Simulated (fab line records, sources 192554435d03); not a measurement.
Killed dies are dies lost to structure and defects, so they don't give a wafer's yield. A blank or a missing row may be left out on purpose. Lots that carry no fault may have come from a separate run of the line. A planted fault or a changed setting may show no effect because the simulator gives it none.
Which tool is to blame? | flow n5Finfet | 10 lots (30 wafers sampled), 1 step of a 1938-step route

== WHAT EACH GAUGE READ, for each wafer ==
N5_BEOL_M4_RC_MEAS_101.
lot  | measured     | on        | DIBL_N (mV/V)
L679 | day 7 12:20  | prober-02 | 36.5 35.7 34.8
L680 | day 8 08:17  | prober-01 | 36.1 35.8 37.7
L682 | day 8 14:11  | prober-02 | 35.7 34.9 34.4
L684 | day 9 04:35  | prober-02 | 37.6 36.4 37.9
L686 | day 9 19:53  | prober-01 | 34.3 35.1 35.0
L694 | day 11 09:02 | prober-02 | 35.0 35.7 34.0
L696 | day 12 04:41 | prober-02 | 37.3 37.7 35.5
L699 | day 12 14:43 | prober-02 | 36.8 38.2 37.9
L698 | day 12 14:46 | prober-01 | 36.1 35.7 36.0
L701 | day 13 06:17 | prober-01 | 35.6 36.1 36.0

== WHICH TOOL RAN EACH LOT (tool, then ch and the chambers of the sampled wafers, then the start) ==
Record: no process step prior to these readings.

== THE ANSWER, worked out from the rows above alone ==
Rule: the lots themselves supply what counts as usual. Put in order of their means at a reading, lots are off if they are a third of the lots or fewer, leave a main group of 4 or more, and stand apart from it by a gap of 3 or more times the standard deviation of the main group's means; of several such gaps the widest counts. If all means in a main group match to the digits the tables above print for the reading, that group is not used. A lot without any number at a reading at which 4 lots or more have one is off too. Where the step has rows for the other lots, those lots are counted as sound.
No lot is off at any reading shown: from this, nothing can be told.

== WHAT WAS PUT IN BY THE SIMULATOR ==
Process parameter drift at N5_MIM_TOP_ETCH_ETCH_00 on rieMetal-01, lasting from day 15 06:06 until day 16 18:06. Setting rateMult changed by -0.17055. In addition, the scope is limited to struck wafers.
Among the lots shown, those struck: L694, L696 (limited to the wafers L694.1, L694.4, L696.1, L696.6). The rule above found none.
